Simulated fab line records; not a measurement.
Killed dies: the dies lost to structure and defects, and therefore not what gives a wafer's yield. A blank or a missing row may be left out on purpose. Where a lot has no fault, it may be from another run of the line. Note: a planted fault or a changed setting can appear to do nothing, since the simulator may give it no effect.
Chamber matching | flow n5-finfet | N5_BEOL_M0_SAQP_SPACER1_ETCHBACK_99 on rie-diel-04: 4 sister chambers
The step etches SiO2 in CHF3/O2, target depth 15.4 nm, time 7.7 s. 4 wafers are shown with their chamber, then 8 later ones without.

== WAFERS WITH THEIR CHAMBER ==
wafer  | chamber | drypump-motor-current-A (A)
L089.1 | 3       | 6.0
L089.2 | 1       | 5.4
L089.4 | 0       | 6.3
L092.4 | 2       | 4.8

== WAFERS WHOSE CHAMBER IS MISSING ==
wafer  | drypump-motor-current-A (A)
L092.5 | 6.0
L092.6 | 4.8
L094.1 | 5.3
L094.2 | 6.3
L094.3 | 4.8
L097.1 | 5.4
L097.3 | 6.3
L097.6 | 6.3

== THE CHAMBER EACH PASSED THROUGH ==
wafer  | from the rows above | in truth
L092.5 | 3                   | 3
L092.6 | 2                   | 2
L094.1 | 1                   | 1
L094.2 | 0                   | 0
L094.3 | 2                   | 2
L097.1 | 1                   | 1
L097.3 | 0                   | 0
L097.6 | 0                   | 0
Correct placement for 8 of the 8. Left unplaced by these rows: 0. Placed wrongly: 0.
How it was worked out, from the rows above alone: a wafer's distance from a chamber is the root of the sum, over the readings, of the square of ((its reading less the chamber's mean) divided by the reading's scatter). If the next closest chamber is less than 2 further off than the closest, the wafer can't be placed; otherwise it belongs to the closest. Each chamber's mean is taken over the wafers shown for it. The scatter: root of mean squared gap, hidden wafer to nearest shown wafer, with one shown wafer a chamber.
